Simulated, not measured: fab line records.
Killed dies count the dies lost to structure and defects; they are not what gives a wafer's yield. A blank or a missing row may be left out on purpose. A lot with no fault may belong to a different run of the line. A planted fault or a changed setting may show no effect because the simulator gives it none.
The tool behind it: which one? -- flow n5_finfet -- 10 lots (30 wafers sampled), 1 step of a 1938-step route

WHAT EACH GAUGE READ, for each wafer
N5_BEOL_M0_SAQP_OVL_MEAS_41.
lot,measured,on,M0_CUT1_OVL (nm)
L075,day 5 20:19,overlay-02,-0.6 0.7 0.4
L077,day 6 11:31,overlay-01,-0.9 0.7 0.3
L079,day 6 23:36,overlay-02,-0.5 -0.4 0.6
L081,day 7 09:44,overlay-01,0.5 1.0 0.6
L083,day 8 01:56,overlay-01,0.7 0.3 0.4
L085,day 8 12:02,overlay-02,0.8 1.6 2.0
L087,day 8 23:22,overlay-01,0.8 0.3 0.4
L091,day 9 23:44,overlay-02,-0.5 -0.9 -0.1
L095,day 10 20:43,overlay-02,0.5 0.4 0.1
L097,day 11 10:46,overlay-02,0.0 0.3 -0.4

EACH LOT AND THE TOOL THAT RAN IT (in order: tool; ch and the chambers of the sampled wafers; start)
Record: no process step prior to these readings.

THE ANSWER, worked out from the rows above alone
Rule: the usual values come from the lots themselves. Put in order of their means at a reading, lots are off if they are a third of the lots or fewer, leave a main group of 4 or more, and stand apart from it by a gap of 3 or more times the standard deviation of the main group's means; of several such gaps the widest counts. Not used: any main group whose means are identical at the precision the tables above print for the reading. A lot without any number at a reading at which 4 lots or more have one is off too. Any other lot the step has rows for is counted as sound.
None of the lots is off at any reading shown; this tells nothing.

WHAT THE SIMULATOR HAD INSERTED
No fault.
